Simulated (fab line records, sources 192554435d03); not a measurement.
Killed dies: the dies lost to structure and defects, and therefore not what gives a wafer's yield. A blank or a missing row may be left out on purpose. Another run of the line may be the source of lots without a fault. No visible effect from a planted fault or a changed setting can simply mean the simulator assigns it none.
fab line records | flow n5Finfet | part 2 of 2: steps 23 to 31 of 31
record: lots: 5 | wafers: 15 | lastDay: 17
route steps=1938 shown BEOL_M12@1631 BEOL_M13@1659
lots untouched by any fault: they come from a run of this same line in which no faults occurred
startH: hours from the record's first day to the start of the lot's first wafer shown | waitH: hours from the lot's prior step to this one | " identical to the entry in the row above | L1.1+2: several wafers, shown together as one row | - no value, or no start was given | * or withheld: withheld | < > ~ a bound
route shown NAME@n: NAME is a module with steps in the file, n the number in the route of the first one | usual: mean/standard deviation taken from wafers without a fault | same: alike in all rows | chamber/n: place in a boat | sites: each site's reading | _std_site: standard deviation across them | _edge_site: inner sites' mean taken away from outer sites' mean | radiusMm: for every site, how far away it sits from the centre of the wafer | mask NAME#n: copy n | behind: the last tool/chamber to shape the wafer | hold: reason for holding the lot/hours on hold/outcome of the hold | device: which transistor (n, p or np) failed to switch | end of line: at the end of the route, the tests of the same wafers | a step given without rows: its recipe and nothing more | killed: not the wafer's yield, but the dies lost to structure and defects at the first sort | map: a wafer's dies, x killed, . not, _ none there
set.NAME: the setting the step ran with; set.NAME@STEP: the setting that earlier step ran with | model.NAME: the simulator's own value behind a step, which no gauge read
a table for each step, a row for each wafer; lots at some steps of the route
services: from which hour (startH, from the record's first day; less than 0 if before it) a tool's chamber was out of use, for how many hours, and why
== steps ==
step: N5_BEOL_M12_CMP_49
recipe: stopOn: SiOC | tOverpolishS: 20.6 | downForcePsi: 1 | platenRpm: 50 | clearingPlatenDownForcePsi: 1.5 | clearingPlatenRpm: 50 | postCmpClean: cuAlkaline | targetThkNm: 320 | clearingPlatenPadVelocityMS: 0.99484 | padVelocityMS: 0.99484
usual: barrierFieldEndpointS: 30.7/0.88 | motorCurrentA: 6.4/0.76 | overpolishRunS: 20.600/0.0082 | retainingRingPressureFrac: 0.999/0.0051
same: tOverpolishS: 20.6
lot.wafer | tool   | chamber | startH | waitH | barrierFieldEndpointS | motorCurrentA | overpolishRunS | retainingRingPressureFrac
L075.1    | cmp-02 | 1       | 236.59 | 0.3   | 29.8                  | 6.7           | 20.597         | 0.999
L075.4    | "      | 3       | "      | "     | 30.4                  | 5.6           | 20.600         | 0.993
L075.5    | "      | 1       | "      | "     | 30.2                  | 7.0           | 20.591         | 1.000
L080.4    | cmp-02 | 0       | 268.22 | 0.1   | 30.8                  | 5.4           | 20.580         | 0.998
L080.3    | "      | 2       | "      | "     | 31.6                  | 6.9           | 20.608         | 1.010
L080.5    | "      | 0       | "      | "     | 29.8                  | 5.4           | 20.589         | 0.996
L079.3    | cmp-03 | 1       | 273.55 | 0.2   | 30.0                  | 8.3           | 20.601         | 0.999
L079.2    | "      | 2       | "      | "     | 31.4                  | 5.2           | 20.593         | 0.997
L079.4    | "      | 0       | "      | "     | 32.4                  | 6.0           | 20.597         | 0.995
L084.3    | cmp-03 | 3       | 302.67 | 0.2   | 30.8                  | 5.9           | 20.600         | 1.002
L084.1    | "      | 2       | "      | "     | 29.3                  | 5.6           | 20.599         | 1.015
L084.6    | "      | 3       | "      | "     | 29.3                  | 6.0           | 20.585         | 1.001
L097.2    | cmp-02 | 3       | 380.16 | 0.3   | 30.3                  | 5.5           | 20.602         | 0.999
L097.6    | "      | 1       | "      | "     | 29.6                  | 6.9           | 20.586         | 1.002
L097.5    | "      | 2       | "      | "     | 30.1                  | 6.9           | 20.604         | 0.991
step: N5_BEOL_M12_THK_MEAS_50
recipe: thkMeasGauge: xrf | reads: Cu_of_BEOL_M12_ECD_47
usual: M12_THK: 337/5.9
lot.wafer | tool         | chamber | startH | waitH | M12_THK[nm]
L075.1    | filmMetro-01 | -       | 236.89 | -     | 337
L075.4    | "            | -       | "      | "     | 336
L075.5    | "            | -       | "      | "     | 338
L080.3    | filmMetro-01 | -       | 268.52 | -     | 343
L080.4    | "            | -       | "      | "     | 342
L080.5    | "            | -       | "      | "     | 346
L079.2    | filmMetro-01 | -       | 273.84 | -     | 339
L079.3    | "            | -       | "      | "     | 332
L079.4    | "            | -       | "      | "     | 329
L084.1    | filmMetro-01 | -       | 302.96 | -     | 332
L084.3    | "            | -       | "      | "     | 343
L084.6    | "            | -       | "      | "     | 331
L097.2    | filmMetro-02 | -       | 380.38 | -     | 336
L097.5    | "            | -       | "      | "     | 343
L097.6    | "            | -       | "      | "     | 339
step: N5_BEOL_M12_PRE_CLEAN_52
recipe: gas: NH3 | timeS: 15 | tempC: withheld | rfPowerW: 300
lot.wafer  | tool     | chamber | startH | waitH
L075.1+4+5 | pecvd-04 | 1,2,1   | 236.92 | 0.0
L080.3+4+5 | pecvd-02 | 0,0,1   | 268.55 | 0.0
L079.2+3+4 | pecvd-02 | 2,0,2   | 273.88 | 0.0
L084.1+3+6 | pecvd-02 | 1,2,2   | 303.00 | 0.0
L097.2+5+6 | pecvd-01 | 2,2,1   | 380.42 | 0.0
step: N5_BEOL_M12_DEP_53
recipe: material: SiCN | targetThkA: 300 | tempC: withheld | precursor: 3MS/NH3 | pressureTorr: 3 | rfW: 675 | timeS: 10.5
usual: showerheadPlenumPTorr: 4.158/0.018 | throttleValvePct: 18.0/0.85
lot.wafer | tool     | chamber | startH | waitH | showerheadPlenumPTorr | throttleValvePct
L075.1    | pecvd-04 | 1       | 236.95 | 0.0   | 4.149                 | 18.4
L075.4    | "        | 2       | "      | "     | 4.171                 | 18.5
L075.5    | "        | 1       | "      | "     | 4.146                 | 18.2
L080.3    | pecvd-02 | 0       | 268.58 | 0.0   | 4.123                 | 19.1
L080.4    | "        | 0       | "      | "     | 4.144                 | 18.8
L080.5    | "        | 1       | "      | "     | 4.174                 | 18.6
L079.2    | pecvd-02 | 2       | 273.91 | 0.0   | 4.182                 | 18.2
L079.3    | "        | 0       | "      | "     | 4.128                 | 18.9
L079.4    | "        | 2       | "      | "     | 4.185                 | 18.2
L084.1    | pecvd-02 | 1       | 303.02 | 0.0   | 4.161                 | 18.8
L084.3    | "        | 2       | "      | "     | 4.198                 | 18.4
L084.6    | "        | 2       | "      | "     | 4.192                 | 18.4
L097.2    | pecvd-01 | 2       | 380.46 | 0.0   | 4.158                 | 17.2
L097.5    | "        | 2       | "      | "     | 4.172                 | 17.2
L097.6    | "        | 1       | "      | "     | 4.167                 | 18.8
step: N5_BEOL_M12_RS_MEAS_54
recipe: thkMeasGauge: four-point-probe | reads: Cu_of_BEOL_M12_ECD_47+Ta_of_BEOL_M12_SPUTTER_44+TaN_of_BEOL_M12_SPUTTER_43
usual: M12_RS: 0.0595/0.00098
lot.wafer | tool         | chamber | startH | waitH | M12_RS[ohm/sq]
L075.1    | filmMetro-02 | -       | 237.01 | 0.0   | 0.0600
L075.4    | "            | -       | "      | "     | 0.0599
L075.5    | "            | -       | "      | "     | 0.0594
L080.3    | filmMetro-02 | -       | 268.64 | 0.0   | 0.0592
L080.4    | "            | -       | "      | "     | 0.0596
L080.5    | "            | -       | "      | "     | 0.0587
L079.2    | filmMetro-02 | -       | 273.97 | 0.0   | 0.0586
L079.3    | "            | -       | "      | "     | 0.0598
L079.4    | "            | -       | "      | "     | 0.0604
L084.1    | filmMetro-01 | -       | 303.08 | 0.0   | 0.0611
L084.3    | "            | -       | "      | "     | 0.0589
L084.6    | "            | -       | "      | "     | 0.0613
L097.2    | filmMetro-01 | -       | 380.54 | 0.1   | 0.0596
L097.5    | "            | -       | "      | "     | 0.0580
L097.6    | "            | -       | "      | "     | 0.0589
step: N5_BEOL_M12_INSPECT_55
recipe: inspectInstrument: darkfield | mode: postDep
usual: rawDefectCount: 69/22
lot.wafer | tool             | chamber | startH | waitH | rawDefectCount
L075.1    | defectInspect-01 | -       | 237.04 | 0.0   | 94
L075.4    | "                | -       | "      | "     | 60
L075.5    | "                | -       | "      | "     | 100
L080.3    | defectInspect-02 | -       | 268.67 | 0.0   | 70
L080.4    | "                | -       | "      | "     | 122
L080.5    | "                | -       | "      | "     | 110
L079.2    | defectInspect-02 | -       | 273.99 | 0.0   | 74
L079.3    | "                | -       | "      | "     | 85
L079.4    | "                | -       | "      | "     | 57
L084.1    | defectInspect-01 | -       | 303.11 | 0.0   | 93
L084.3    | "                | -       | "      | "     | 78
L084.6    | "                | -       | "      | "     | 105
L097.2    | defectInspect-02 | -       | 380.56 | 0.0   | 57
L097.5    | "                | -       | "      | "     | 68
L097.6    | "                | -       | "      | "     | 71
step: N5_BEOL_M13_ILD_DEP_00
recipe: material: SiOC | targetThkA: 8379.2 | tempC: 350 | precursor: DEMS/O2 | pressureTorr: 5 | rfW: 500 | timeS: 166.4
usual: heaterPowerW: 462/82 | showerheadPlenumPTorr: 5.698/0.014 | throttleValvePct: 12.0/0.6
lot.wafer | tool     | chamber | startH | waitH | heaterPowerW | showerheadPlenumPTorr | throttleValvePct
L075.1    | pecvd-01 | 0       | 237.07 | 0.0   | 577          | 5.700                 | 10.8
L075.4    | "        | 1       | "      | "     | 306          | 5.694                 | 12.4
L075.5    | "        | 2       | "      | "     | 513          | 5.701                 | 11.0
L080.3    | pecvd-03 | 2       | 268.70 | 0.0   | 447          | 5.720                 | 11.4
L080.4    | "        | 2       | "      | "     | 371          | 5.716                 | 11.2
L080.5    | "        | 0       | "      | "     | 480          | 5.684                 | 12.4
L079.2    | pecvd-02 | 0       | 274.03 | 0.0   | 390          | 5.661                 | 12.6
L079.3    | "        | 2       | "      | "     | 499          | 5.721                 | 12.2
L079.4    | "        | 0       | "      | "     | 419          | 5.702                 | 12.6
L084.1    | pecvd-03 | 1       | 303.15 | 0.0   | 584          | 5.705                 | 12.1
L084.3    | "        | 0       | "      | "     | 509          | 5.698                 | 12.5
L084.6    | "        | 1       | "      | "     | 468          | 5.713                 | 12.0
L097.2    | pecvd-03 | 0       | 380.60 | 0.0   | 506          | 5.699                 | 12.5
L097.5    | "        | 1       | "      | "     | 543          | 5.701                 | 12.2
L097.6    | "        | 2       | "      | "     | 411          | 5.716                 | 11.3
step: N5_BEOL_M13_THK_MEAS_01
recipe: reads: SiOC_of_BEOL_M13_ILD_DEP_00
usual: M13_ILD_THK: 835/12
lot.wafer | tool         | chamber | startH | waitH | M13_ILD_THK[nm]
L075.1    | filmMetro-02 | -       | 237.22 | 0.1   | 836
L075.4    | "            | -       | "      | "     | 837
L075.5    | "            | -       | "      | "     | 840
L080.3    | filmMetro-01 | -       | 268.86 | 0.1   | 842
L080.4    | "            | -       | "      | "     | 836
L080.5    | "            | -       | "      | "     | 862
L079.2    | filmMetro-02 | -       | 274.18 | 0.1   | 834
L079.3    | "            | -       | "      | "     | 832
L079.4    | "            | -       | "      | "     | 845
L084.1    | filmMetro-02 | -       | 303.30 | 0.1   | 825
L084.3    | "            | -       | "      | "     | 829
L084.6    | "            | -       | "      | "     | 841
L097.2    | filmMetro-02 | -       | 380.75 | 0.1   | 811
L097.5    | "            | -       | "      | "     | 819
L097.6    | "            | -       | "      | "     | 820
step: N5_BEOL_M13_COAT_58
recipe: resist: BARC | tempC: 205 | timeS: 60 | spinRpm: 1500 | resistThkNm: 89
usual: exhaustPa: 44.9/0.94
lot.wafer | tool          | chamber | startH | waitH | exhaustPa
L075.1    | lithoTrack-03 | 0       | 237.26 | 0.0   | 45.6
L075.4    | "             | 0       | "      | "     | 46.0
L075.5    | "             | 0       | "      | "     | 45.0
L080.3    | lithoTrack-03 | 0       | 268.89 | 0.0   | 44.8
L080.4    | "             | 0       | "      | "     | 44.5
L080.5    | "             | 0       | "      | "     | 45.0
L079.2    | lithoTrack-03 | 0       | 274.21 | 0.0   | 45.2
L079.3    | "             | 0       | "      | "     | 44.5
L079.4    | "             | 0       | "      | "     | 44.0
L084.1    | lithoTrack-03 | 0       | 303.33 | 0.0   | 44.7
L084.3    | "             | 0       | "      | "     | 45.9
L084.6    | "             | 0       | "      | "     | 45.7
L097.2    | lithoTrack-03 | 0       | 380.78 | 0.0   | 43.6
L097.5    | "             | 0       | "      | "     | 45.9
L097.6    | "             | 0       | "      | "     | 43.2
== services ==
tool           | chamber | startH | hours | kind
cmp-02         | -       | 215.42 | 4.0   | pm
pecvd-04       | 2       | 217.99 | 6.7   | repair
rieDiel-02     | 2       | 220.79 | 6.6   | repair
rieDiel-02     | 3       | 222.10 | 1.4   | repair
rieDiel-02     | 2       | 227.67 | -     | clean
rieDiel-02     | 2       | 227.67 | -     | consumableReplace:focusRing
cmp-03         | -       | 235.56 | 1.1   | repair
rtpAnneal-02   | -       | 236.21 | 4.7   | pm
cmp-03         | -       | 243.89 | 5.3   | pm
cmp-02         | -       | 244.01 | 1.5   | repair
rieDiel-03     | 2       | 246.73 | 2.6   | repair
pecvd-03       | -       | 257.52 | 0.3   | repair
pvdSputter-01  | -       | 265.60 | 4.9   | repair
cmp-02         | -       | 287.69 | 1.8   | repair
cmp-02         | -       | 305.39 | 3.3   | repair
pvdSputter-02  | -       | 306.05 | 1.9   | repair
rieDiel-06     | -       | 307.32 | 2.8   | pm
plasmaAsher-01 | -       | 309.25 | 10.4  | repair
pecvd-01       | -       | 318.31 | 6.0   | pm
rieDiel-02     | -       | 329.88 | 24.2  | repair
pecvd-03       | 0       | 330.27 | 10.9  | repair
cmp-02         | -       | 340.86 | 5.7   | pm
pvdSputter-03  | -       | 352.94 | 1.0   | repair
cmp-03         | -       | 357.06 | 1.5   | repair
